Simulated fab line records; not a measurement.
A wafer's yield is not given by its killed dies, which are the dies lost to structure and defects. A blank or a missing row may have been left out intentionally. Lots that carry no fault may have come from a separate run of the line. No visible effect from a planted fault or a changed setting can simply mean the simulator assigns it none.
Matching of chambers + flow n5_finfet + N5_HKMG_FIN_CVD_62 on thermal_cvd_si-02: 3 sister chambers
The step deposits a-Si from Si2H6, target thk 3 nm, time 20.8 s. 24 wafers are shown with their chamber, then 12 later ones without.

## WAFERS WITH THEIR CHAMBER
| wafer  | chamber | heater_power_w (W) |
|--------|---------|--------------------|
| L074.1 | 0       | 1290               |
| L074.3 | 1       | 1293               |
| L074.5 | 0       | 1300               |
| L076.2 | 0       | 1291               |
| L076.3 | 1       | 1288               |
| L076.6 | 1       | 1280               |
| L078.1 | 0       | 1294               |
| L078.3 | 1       | 1303               |
| L078.6 | 0       | 1348               |
| L080.1 | 2       | 1747               |
| L080.3 | 0       | 1314               |
| L080.4 | 1       | 1274               |
| L082.1 | 2       | 1739               |
| L082.3 | 1       | 1288               |
| L082.6 | 0       | 1319               |
| L084.3 | 1       | 1278               |
| L084.4 | 0       | 1296               |
| L084.6 | 2       | 1761               |
| L086.1 | 1       | 1270               |
| L086.4 | 1       | 1297               |
| L086.5 | 2       | 1782               |
| L088.3 | 2       | 1806               |
| L088.5 | 1       | 1277               |
| L088.6 | 0       | 1334               |

SIGNATURES (means of the wafers above)
| reading        | chamber 0 | chamber 1 | chamber 2 | scatter within a chamber |
|----------------|-----------|-----------|-----------|--------------------------|
| heater_power_w | 1309.56   | 1284.80   | 1767.00   | 18.8                     |
Rule: a wafer's distance from a chamber is the root of the sum, over the readings, of the square of ((its reading less the chamber's mean) divided by the reading's scatter). The wafer belongs to the nearest chamber; if the next one is less than 2 further off, it can't be placed. The scatter: take each reading less its chamber's mean, square it, sum over the shown wafers, divide by the number of wafers less the number of chambers, and take the root.

## WAFERS MISSING THEIR CHAMBER
| wafer  | heater_power_w (W) |
|--------|--------------------|
| L090.1 | 1291               |
| L090.3 | 1759               |
| L090.6 | 1336               |
| L092.2 | 1756               |
| L092.3 | 1269               |
| L092.6 | 1339               |
| L094.3 | 1324               |
| L094.5 | 1296               |
| L094.6 | 1276               |
| L096.3 | 1313               |
| L096.4 | 1281               |
| L096.5 | 1792               |

## WHICH CHAMBER EACH ONE RAN IN
| wafer  | from the rows above     | in truth |
|--------|-------------------------|----------|
| L090.1 | can't be placed: 1 or 0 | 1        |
| L090.3 | 2                       | 2        |
| L090.6 | can't be placed: 0 or 1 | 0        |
| L092.2 | 2                       | 2        |
| L092.3 | can't be placed: 1 or 0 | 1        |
| L092.6 | can't be placed: 0 or 1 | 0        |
| L094.3 | can't be placed: 0 or 1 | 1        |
| L094.5 | can't be placed: 1 or 0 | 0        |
| L094.6 | can't be placed: 1 or 0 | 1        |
| L096.3 | can't be placed: 0 or 1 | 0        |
| L096.4 | can't be placed: 1 or 0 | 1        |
| L096.5 | 2                       | 2        |
3 of 12 placed correctly. These rows do not allow placing 9 (true chamber among the candidates in 9). Wrongly placed: 0.
